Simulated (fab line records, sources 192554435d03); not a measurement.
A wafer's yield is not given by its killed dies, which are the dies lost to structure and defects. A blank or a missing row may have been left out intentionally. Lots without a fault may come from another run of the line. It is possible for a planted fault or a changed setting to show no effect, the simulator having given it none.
Chamber matching / flow n5-finfet / 4 sister chambers for N5_HKMG_FIN_ETCH_58 on rie-diel-01
The step etches SOC in N2/H2, target depth 215.8 nm, time 741 s. 4 wafers are shown with their chamber, then 8 later ones without.

## EACH WAFER AND ITS CHAMBER
wafer=L088.3; chamber=0; drypump-motor-current-A (A)=5.1
wafer=L089.2; chamber=3; drypump-motor-current-A (A)=5.2
wafer=L089.3; chamber=2; drypump-motor-current-A (A)=6.1
wafer=L092.1; chamber=1; drypump-motor-current-A (A)=5.9

## WAFERS WITHOUT THEIR CHAMBER
wafer=L092.2; drypump-motor-current-A (A)=5.2
wafer=L092.4; drypump-motor-current-A (A)=6.1
wafer=L093.3; drypump-motor-current-A (A)=5.3
wafer=L093.5; drypump-motor-current-A (A)=6.1
wafer=L093.6; drypump-motor-current-A (A)=5.9
wafer=L095.1; drypump-motor-current-A (A)=5.1
wafer=L095.2; drypump-motor-current-A (A)=6.1
wafer=L095.4; drypump-motor-current-A (A)=5.2

## WHICH CHAMBER EACH WENT THROUGH
wafer=L092.2; from the rows above=3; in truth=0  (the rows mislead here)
wafer=L092.4; from the rows above=2; in truth=2
wafer=L093.3; from the rows above=3; in truth=3
wafer=L093.5; from the rows above=2; in truth=2
wafer=L093.6; from the rows above=1; in truth=1
wafer=L095.1; from the rows above=0; in truth=0
wafer=L095.2; from the rows above=2; in truth=2
wafer=L095.4; from the rows above=3; in truth=3
7 of 8 placed correctly. From these rows, 0 cannot be placed. Placed wrongly: 1.
How it was worked out, from the rows above alone: a wafer's distance from a chamber is the root of the sum, over the readings, of the square of ((its reading less the chamber's mean) divided by the reading's scatter). The wafer belongs to the nearest chamber; if the next one is less than 2 further off, it can't be placed. A chamber's mean is the mean of its shown wafers. The scatter: root of mean squared gap, hidden wafer to nearest shown wafer, with one shown wafer a chamber.
